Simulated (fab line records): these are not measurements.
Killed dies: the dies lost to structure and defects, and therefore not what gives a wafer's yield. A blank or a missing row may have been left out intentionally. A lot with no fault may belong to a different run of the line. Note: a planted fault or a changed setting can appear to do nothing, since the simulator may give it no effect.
fab line records	flow n5Finfet
[record] lots = 5	wafers = 14	lastDay = 17
route steps=1938 shown DUMMY_GATE@235 BEOL_M4@1111
lots untouched by any fault: they come from a run of this same line in which no faults occurred
startH: start of the lot's first displayed wafer, in hours after the record's first day	waitH: hours from the lot's prior step to this one	" as in the row above	L1.1+2: several wafers, shown together as one row	- value missing, or start not given	* or withheld: withheld	< > ~ a bound
route shown NAME@n: a module of which the file shows steps, and the number in the route of the first	usual: mean/standard deviation taken from wafers without a fault	same: alike in all rows	chamber/n: place in a boat	sites: readings site by site	_std_site: how widely they spread, as a standard deviation	_edge_site: outer sites' mean less inner sites'	radiusMm: for every site, how far away it sits from the centre of the wafer	mask NAME#n: copy n	behind: the last tool/chamber to shape the wafer	hold: cause of the lot's hold/its duration in hours/its outcome	device: transistor that didn't switch, given as n, p or np	end of line: at the end of the route, the tests of the same wafers	for a step that has no rows: nothing shown but its recipe	killed: count of dies lost to structure and defects at first sort (not the wafer's yield)	map: shows each die of a wafer: x if killed, . if not, _ if none is there
set.NAME: the setting as run; set.NAME@STEP: as run at that earlier step	model.NAME: the simulator's own value behind a step, which no gauge read
certain route steps with their lots: each step a table, each wafer a row
services: when a tool's chamber went out of use (startH, in hours from the record's first day, below 0 if earlier), for how many hours, and the reason
[[steps]]
[step N5_DUMMY_GATE_ETCH_29]
[recipe] chemistry = N2/H2	target = underlayer	targetDepthA = 130	ionEnergyEv = 200	pressureMtorr = 30	sourceW = 840	biasW = 150	n2FlowSccm = 200	h2FlowSccm = 200
[usual] drypumpMotorCurrentA = 5.4/0.46	h2FlowSccm = 200.0/0.52	oesProductAu = 0.78/0.083	rfVppV = 524.3/2.3	showerheadPlenumPTorr = 2.56/0.08	throttleValvePct = 17.88/0.24
lot.wafer	tool	chamber	startH	waitH	drypumpMotorCurrentA	h2FlowSccm	oesProductAu	rfHoursCounterH	rfVppV	showerheadPlenumPTorr	throttleValvePct
L981.1	rieDiel-05	2	93.19	0.0	6.0	200.0	0.70	211	523.3	2.51	18.27
L981.4	"	3	"	"	5.4	199.8	0.76	144	525.7	2.66	17.74
L981.5	"	2	"	"	6.0	199.9	0.70	-	524.1	2.51	18.27
L982.4	rieDiel-06	0	100.60	0.0	5.5	199.9	0.79	124	521.4	2.44	17.99
L982.5	"	0	"	"	5.5	199.0	0.78	-	521.8	2.44	17.97
L991.2	rieDiel-03	3	153.59	0.0	5.1	199.6	0.84	83	525.0	2.57	17.69
L991.4	"	0	"	"	5.3	200.6	0.71	182	527.2	2.64	17.94
L991.5	"	2	"	"	4.8	201.2	0.69	-	522.9	2.49	17.71
L992.2	rieDiel-05	1	160.45	0.0	5.6	200.5	0.70	243	518.2	2.40	18.27
L992.3	"	0	"	"	5.3	200.3	0.77	151	524.3	2.54	17.55
L992.5	"	0	"	"	5.3	199.3	0.76	-	525.0	2.54	17.56
L996.1	rieDiel-05	0	184.25	0.0	5.3	200.6	0.77	157	523.3	2.54	17.55
L996.2	"	2	"	"	6.0	200.5	0.69	238	524.1	2.50	18.31
L996.5	"	0	"	"	5.3	200.4	0.76	-	523.6	2.54	17.55
[step N5_DUMMY_GATE_ETCH_36]
[recipe] chemistry = CF4	target = SiARC	targetDepthA = 130	pressureMtorr = 40	sourceW = 545	biasW = 36	Ar_flow_sccm = 100	cf4FlowSccm = 100	ionEnergyEv = 80
[usual] drypumpMotorCurrentA = 5.4/0.46	oesProductAu = 0.78/0.082	rfVppV = 184.2/1	showerheadPlenumPTorr = 2.16/0.062	throttleValvePct = 15.62/0.19
lot.wafer	tool	chamber	startH	waitH	drypumpMotorCurrentA	oesProductAu	rfHoursCounterH	rfVppV	showerheadPlenumPTorr	throttleValvePct
L981.1	rieDiel-05	2	93.23	0.0	6.0	0.71	211	184.3	2.12	15.89
L981.4	"	3	"	"	5.4	0.76	144	184.3	2.24	15.58
L981.5	"	2	"	"	6.0	0.70	-	183.6	2.12	15.91
L982.4	rieDiel-06	0	100.64	0.0	5.5	0.78	124	183.5	2.07	15.75
L982.5	"	0	"	"	5.5	0.78	-	183.3	2.07	15.75
L991.2	rieDiel-03	3	153.63	0.0	5.1	0.85	83	184.3	2.17	15.47
L991.4	"	0	"	"	5.3	0.71	182	184.7	2.21	15.62
L991.5	"	2	"	"	4.8	0.69	-	185.5	2.11	15.54
L992.2	rieDiel-05	1	160.49	0.0	5.6	0.70	243	182.2	2.03	16.04
L992.3	"	0	"	"	5.3	0.77	151	185.2	2.15	15.44
L992.5	"	0	"	"	5.3	0.76	-	184.1	2.15	15.43
L996.1	rieDiel-05	0	184.29	0.0	5.3	0.75	157	183.8	2.14	15.44
L996.2	"	2	"	"	6.0	0.68	238	181.6	2.11	15.95
L996.5	"	0	"	"	5.3	0.75	-	183.6	2.14	15.45
[step N5_DUMMY_GATE_ETCH_37]
[recipe] chemistry = N2/H2	target = SOC	targetDepthA = 600	overetchA = 300	tempC = 40	ionEnergyEv = 200	pressureMtorr = 30	sourceW = 840	biasW = 150	n2FlowSccm = 200	h2FlowSccm = 200
[usual] drypumpMotorCurrentA = 5.4/0.46	h2FlowSccm = 200.0/0.62	oesProductAu = 0.62/0.061	rfVppV = 524.3/2.3	showerheadPlenumPTorr = 2.56/0.08	throttleValvePct = 17.81/0.24
lot.wafer	tool	chamber	startH	waitH	drypumpMotorCurrentA	h2FlowSccm	oesProductAu	rfHoursCounterH	rfVppV	showerheadPlenumPTorr	throttleValvePct
L981.1	rieDiel-05	2	93.27	0.0	6.0	200.5	0.56	211	523.1	2.51	18.18
L981.4	"	3	"	"	5.4	199.9	0.60	144	526.0	2.66	17.68
L981.5	"	2	"	"	6.0	200.0	0.56	-	522.9	2.51	18.18
L982.4	rieDiel-06	0	100.68	0.0	5.5	201.0	0.62	124	522.0	2.44	17.91
L982.5	"	0	"	"	5.5	200.2	0.61	-	523.0	2.44	17.92
L991.2	rieDiel-03	3	153.67	0.0	5.1	199.7	0.67	83	525.9	2.57	17.62
L991.4	"	0	"	"	5.3	199.2	0.57	182	526.6	2.64	17.87
L991.5	"	2	"	"	4.8	200.3	0.55	-	524.3	2.49	17.63
L992.2	rieDiel-05	1	160.53	0.0	5.6	200.1	0.55	243	519.6	2.40	18.19
L992.3	"	0	"	"	5.3	200.6	0.61	151	523.5	2.54	17.49
L992.5	"	0	"	"	5.3	199.8	0.61	-	524.0	2.54	17.49
L996.1	rieDiel-05	0	184.33	0.0	5.3	200.3	0.60	157	523.6	2.54	17.50
L996.2	"	2	"	"	6.0	200.9	0.55	238	523.7	2.50	18.26
L996.5	"	0	"	"	5.3	200.4	0.61	-	523.6	2.54	17.49
[step N5_DUMMY_GATE_STRIP_38]
[recipe] chemistry = N2/H2	tempC = 40	n2FlowSccm = 200	h2FlowSccm = 200	rfFrequencyHz = 6e+07
[step N5_DUMMY_GATE_STRIP_39]
[recipe] chemistry = N2/H2	tempC = 40	n2FlowSccm = 200	h2FlowSccm = 200	rfFrequencyHz = 6e+07
[step N5_DUMMY_GATE_TRIM_49]
[recipe] chemistry = O2	resist = SOC	timeS = 29	targetCdNm = 14	sourcePowerW = 300	biasPowerW = 0	O2_flow_sccm = 100	tempC = 20
[step N5_DUMMY_GATE_STRIP_40]
[recipe] chemistry = CF4	resist = SiARC	powerW = 300	biasPowerW = 75	pressureMtorr = 50	cf4FlowSccm = 150	rfFrequencyHz = 6e+07
[step N5_DUMMY_GATE_CD_MEAS_50]
[recipe] targetCdNm = 14
[usual] cdNm = 13.98/0.26
lot.wafer	tool	chamber	startH	waitH	cdNm
L981.1	cdSem-02	-	93.50	0.0	13.73
L981.4	"	-	"	"	13.69
L981.5	"	-	"	"	14.15
L982.4	cdSem-02	-	101.18	0.0	14.01
L982.5	"	-	"	"	14.10
L991.2	cdSem-03	-	153.90	0.0	14.04
L991.4	"	-	"	"	14.47
L991.5	"	-	"	"	13.84
L992.2	cdSem-02	-	160.76	0.0	13.81
L992.3	"	-	"	"	13.85
L992.5	"	-	"	"	13.87
L996.1	cdSem-02	-	184.76	0.0	13.95
L996.2	"	-	"	"	13.73
L996.5	"	-	"	"	13.99
[step N5_DUMMY_GATE_ETCH_31]
[recipe] chemistry = C4F6/O2	target = SiO2	maskMaterial = SOC	targetDepthA = 825	timeS = 27.5	ionEnergyEv = 250	pressureMtorr = 30	sourceW = 345	biasW = 185	Ar_flow_sccm = 300	C4F6_flow_sccm = 10	O2_flow_sccm = 10
[usual] drypumpMotorCurrentA = 5.5/0.4	oesProductAu = 0.77/0.074	rfVppV = 664/6.7	showerheadPlenumPTorr = 2.85/0.088	throttleValvePct = 21.22/0.21
lot.wafer	tool	chamber	startH	waitH	drypumpMotorCurrentA	oesProductAu	rfHoursCounterH	rfVppV	showerheadPlenumPTorr	throttleValvePct
L981.1	rieDiel-03	1	93.75	0.3	5.2	0.74	175	661	2.96	21.18
L981.4	"	0	"	"	5.3	0.73	165	679	2.95	21.08
L981.5	"	2	"	"	4.8	0.71	-	663	2.82	21.03
L982.4	rieDiel-06	3	101.22	0.0	6.8	0.94	10	671	2.92	20.98
L982.5	"	3	"	"	6.8	0.95	-	671	2.92	20.99
L991.2	rieDiel-06	0	154.13	0.2	5.5	0.76	142	654	2.75	21.42
L991.4	"	3	"	"	6.8	0.91	28	671	2.92	21.02
L991.5	"	1	"	"	5.3	0.88	-	675	2.90	21.24
L992.2	rieDiel-03	2	160.95	0.2	4.8	0.69	250	665	2.81	21.05
L992.3	"	1	"	"	5.2	0.71	194	661	2.95	21.20
L992.5	"	2	"	"	4.8	0.69	-	665	2.81	21.03
L996.1	rieDiel-05	1	184.81	0.0	5.6	0.70	249	667	2.69	21.54
L996.2	"	0	"	"	5.3	0.77	158	656	2.86	21.00
L996.5	"	1	"	"	5.6	0.70	-	666	2.69	21.55
[step N5_DUMMY_GATE_STRIP_41]
[recipe] chemistry = O2	powerW = 400	tempC = 40	pressureMtorr = 30	rfFrequencyHz = 6e+07	biasPowerW = 0	overashFraction = 0.3	o2FlowSccm = 225
[step N5_DUMMY_GATE_HM_OPEN_21]
[recipe] chemistry = CH3F/O2	target = SiNx	targetDepthA = 1200	Ar_flow_sccm = 150	CH3F_flow_sccm = 30	O2_flow_sccm = 23	timeS = 171.4	pressureMtorr = 30	sourceW = 395	biasW = 73	ionEnergyEv = 120.7
[usual] drypumpMotorCurrentA = 5.5/0.4	oesProductAu = 0.77/0.074	rfVppV = 299/3.1	showerheadPlenumPTorr = 2.02/0.065	throttleValvePct = 16.51/0.22
lot.wafer	tool	chamber	startH	waitH	drypumpMotorCurrentA	oesProductAu	rfHoursCounterH	rfVppV	showerheadPlenumPTorr	throttleValvePct
L981.1	rieDiel-03	1	93.84	0.0	5.2	0.73	175	297	2.10	16.48
L981.4	"	0	"	"	5.3	0.73	165	303	2.09	16.40
L981.5	"	2	"	"	4.8	0.70	-	299	2.00	16.36
L982.4	rieDiel-06	3	101.30	0.0	6.8	0.96	10	301	2.08	16.22
L982.5	"	3	"	"	6.8	0.94	-	302	2.08	16.20
L991.2	rieDiel-06	0	154.22	0.0	5.5	0.77	142	295	1.95	16.68
L991.4	"	3	"	"	6.8	0.90	28	302	2.07	16.24
L991.5	"	1	"	"	5.3	0.88	-	303	2.05	16.46
L992.2	rieDiel-03	2	161.03	0.0	4.8	0.69	250	299	1.99	16.41
L992.3	"	1	"	"	5.2	0.71	194	297	2.09	16.50
L992.5	"	2	"	"	4.8	0.70	-	298	1.99	16.43
L996.1	rieDiel-05	1	184.90	0.0	5.6	0.69	249	300	1.90	16.90
L996.2	"	0	"	"	5.3	0.76	158	294	2.03	16.30
L996.5	"	1	"	"	5.6	0.70	-	299	1.90	16.90
[step N5_DUMMY_GATE_ETCH_32]
[recipe] chemistry = CF4	target = SiO2	targetDepthA = 35	timeS = 3.9	ionEnergyEv = 350	pressureMtorr = 10	icpW = 800	biasW = 400	cf4FlowSccm = 80
[step N5_DUMMY_GATE_ETCH_23]
[recipe] chemistry = HBr/Cl2/O2	HBr_flow_sccm = 150	Cl2_flow_sccm = 80	O2_flow_sccm = 12	biasW = 102	targetDepthA = 410	timeS = 22.3	target = poly-Si	maskMaterial = SiO2	pressureMtorr = 10	icpW = 800
[usual] drypumpMotorCurrentA = 5.5/0.44	oesProductAu = 1.004/0.019	throttleValvePct = 37.14/0.19
lot.wafer	tool	chamber	startH	waitH	drypumpMotorCurrentA	oesProductAu	rfHoursCounterH	throttleValvePct	model.etch.depthNm	model.SiO2_of_DUMMY_GATE_PECVD_30.thkNm
L981.1	rieSi-05	1	94.03	0.0	5.1	1.020	178	37.14	42.21	38.6
L981.4	"	3	"	"	5.4	1.013	30	36.89	41.21	39.2
L981.5	"	0	"	"	5.1	1.018	-	37.35	41.65	40.2
L982.4	rieSi-05	3	101.50	0.0	5.4	1.328	31	36.90	59.68	37.6
L982.5	"	1	"	"	5.0	0.999	-	37.13	41.16	38.8
L991.2	rieSi-06	2	154.41	0.0	5.8	1.015	187	37.08	41.28	38.4
L991.4	"	3	"	"	5.7	1.004	78	37.10	41.77	39.2
L991.5	"	1	"	"	5.2	0.973	-	37.33	41.05	38.8
L992.2	rieSi-06	1	161.23	0.0	5.2	0.972	76	37.33	40.85	38.8
L992.3	"	0	"	"	5.1	1.017	30	37.10	41.94	39
L992.5	"	2	"	"	5.8	1.026	-	37.08	41.82	39
L996.1	rieSi-02	0	185.09	0.0	4.8	0.984	3	37.03	40.56	39.6
L996.2	"	3	"	"	4.9	0.953	42	36.86	40.34	39
L996.5	"	1	"	"	5.8	1.000	-	37.17	40.92	39.2
[step N5_DUMMY_GATE_ETCH_44]
[recipe] chemistry = HBr/O2	overEtchFrac = 0.7	targetDepthA = 1275	stopOn = SiO2	ionEnergyEv = 60	biasW = 20	target = poly-Si	maskMaterial = SiO2	pressureMtorr = 20	icpW = 400	HBr_flow_sccm = 120	O2_flow_sccm = 10
[usual] drypumpMotorCurrentA = 5.5/0.44	oesProductAu = 0.728/0.013	throttleValvePct = 18.44/0.17
lot.wafer	tool	chamber	startH	waitH	drypumpMotorCurrentA	oesProductAu	rfHoursCounterH	throttleValvePct	model.SiO2_of_DUMMY_GATE_PECVD_30.thkNm
L981.1	rieSi-05	1	94.09	0.0	5.0	0.731	178	18.47	37.6
L981.4	"	3	"	"	5.5	0.749	30	18.35	38.2
L981.5	"	0	"	"	5.1	0.736	-	18.67	39.2
L982.4	rieSi-05	3	101.55	0.0	5.4	0.726	31	18.36	36.6
L982.5	"	1	"	"	5.0	0.724	-	18.46	37.8
L991.2	rieSi-06	2	154.47	0.0	5.8	0.735	187	18.23	37.4
L991.4	"	3	"	"	5.7	0.721	78	18.50	38.2
L991.5	"	1	"	"	5.2	0.713	-	18.58	37.8
L992.2	rieSi-06	1	161.28	0.0	5.3	0.708	76	18.58	37.8
L992.3	"	0	"	"	5.1	0.717	30	18.30	38
L992.5	"	2	"	"	5.8	0.735	-	18.22	38
L996.1	rieSi-02	0	185.15	0.0	4.8	0.724	3	18.33	38.6
L996.2	"	3	"	"	4.9	0.703	42	18.14	38
L996.5	"	1	"	"	5.8	0.723	-	18.42	38.2
[step N5_DUMMY_GATE_CD_MEAS_24]
[recipe] targetCdNm = 15
[usual] cdNm = 15.0/0.31
lot.wafer	tool	chamber	startH	waitH	cdNm
L981.1	cdSem-02	-	94.20	0.1	15.3
L981.4	"	-	"	"	15.3
L981.5	"	-	"	"	14.9
L982.4	cdSem-01	-	101.67	0.1	15.3
L982.5	"	-	"	"	15.1
L991.2	cdSem-01	-	154.58	0.1	14.4
L991.4	"	-	"	"	14.8
L991.5	"	-	"	"	14.8
L992.2	cdSem-02	-	161.40	0.1	14.6
L992.3	"	-	"	"	15.2
L992.5	"	-	"	"	15.0
L996.1	cdSem-03	-	185.26	0.1	15.3
L996.2	"	-	"	"	15.2
L996.5	"	-	"	"	15.3
[step N5_BEOL_M4_RC_MEAS_101]
[usual] DIBL_N = 36.4/1.5	DIBL_P = 36.4/1.6	IOFF_N = 0.164/0.025	IOFF_P = 0.214/0.028	ION_N = 675/9.9	ION_P = 463/6.5	SS_N = 71.5/0.5	SS_P = 73.3/0.56	VT_N = 249.2/2.7	VT_P = -250.1/2.8
lot.wafer	tool	chamber	startH	waitH	DIBL_N[mV/V]	DIBL_P[mV/V]	IOFF_N[nA/um]	IOFF_P[nA/um]	ION_N[uA/um]	ION_P[uA/um]	SS_N[mV/dec]	SS_P[mV/dec]	VT_N[mV]	VT_P[mV]
L981.1	prober-01	0	213.64	0.0	35.2	37.3	0.144	0.237	664	468	71.5	73.5	250.2	-246.9
L981.4	"	0	"	"	36.0	38.1	0.162	0.242	670	468	71.5	73.6	249.0	-245.3
L981.5	"	0	"	"	34.1	35.8	0.127	0.208	657	460	71.7	73.1	253.1	-248.0
L982.4	prober-01	0	217.19	0.8	38.5	36.0	0.173	0.237	668	461	71.8	73.4	249.1	-245.8
L982.5	"	0	"	"	38.1	35.4	0.169	0.235	669	465	72.3	73.1	248.2	-247.4
L992.2	prober-02	0	274.23	0.2	35.8	36.4	0.156	0.207	673	456	72.1	73.3	252.6	-249.4
L992.3	"	0	"	"	33.8	34.4	0.123	0.179	664	460	70.4	72.7	252.2	-252.7
L992.5	"	0	"	"	34.7	36.1	0.145	0.202	680	464	71.0	73.3	249.8	-248.2
L991.2	prober-02	0	276.93	0.2	37.1	37.2	0.163	0.237	665	459	72.0	73.6	247.4	-248.3
L991.4	"	0	"	"	35.5	34.9	0.144	0.205	674	461	71.7	73.4	250.9	-248.5
L991.5	"	0	"	"	38.8	38.8	0.211	0.275	687	469	71.7	74.8	244.4	-245.7
L996.1	prober-02	0	303.08	0.0	37.1	35.9	0.165	0.203	675	460	71.3	73.4	249.8	-249.2
L996.2	"	0	"	"	38.6	37.3	0.201	0.237	685	466	71.6	74.3	247.9	-247.4
L996.5	"	0	"	"	36.7	35.5	0.166	0.198	673	454	71.4	73.5	246.7	-250.3
[[services]]
tool	chamber	startH	hours	kind
rieSi-05	2	69.49	6.8	repair
rieSi-06	-	80.04	28.1	pm
rieDiel-03	-	95.11	2.8	pm
rieSi-05	3	102.40	6.3	repair
rieSi-06	-	131.77	0.3	repair
rieDiel-06	3	158.92	1.5	repair
rieDiel-03	2	161.17	-	clean
rieDiel-03	2	161.17	-	consumableReplace:focusRing
rieDiel-03	2	161.17	17.2	scheduledDown
rieDiel-03	2	161.17	17.2	ventCycle
[[key]]
[firstSign] step = N5_DUMMY_GATE_ETCH_23	reading = oesProductAu	direction = up	sigmas = 17	usual = 1.004	struck = 1.328
effect none on later readings
[modelEffect] step = N5_DUMMY_GATE_ETCH_23	value = etch.depthNm	without = 40.82	struck = 59.68
[modelEffect] step = N5_DUMMY_GATE_ETCH_44	value = SiO2_of_DUMMY_GATE_PECVD_30.thkNm	without = 37.8	struck = 36.6
metAt N5_DUMMY_GATE_ETCH_23
struckWafers L982.4
onsetBetween 94.03 101.50
[fault] kind = processParameterDrift	tool = rieSi-05	chamber = -	onsetH = 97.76	steps = N5_DUMMY_GATE_ETCH_23	channel = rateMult	offset = 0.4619	shape = step	endH = 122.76	scope = struckWafersOnly
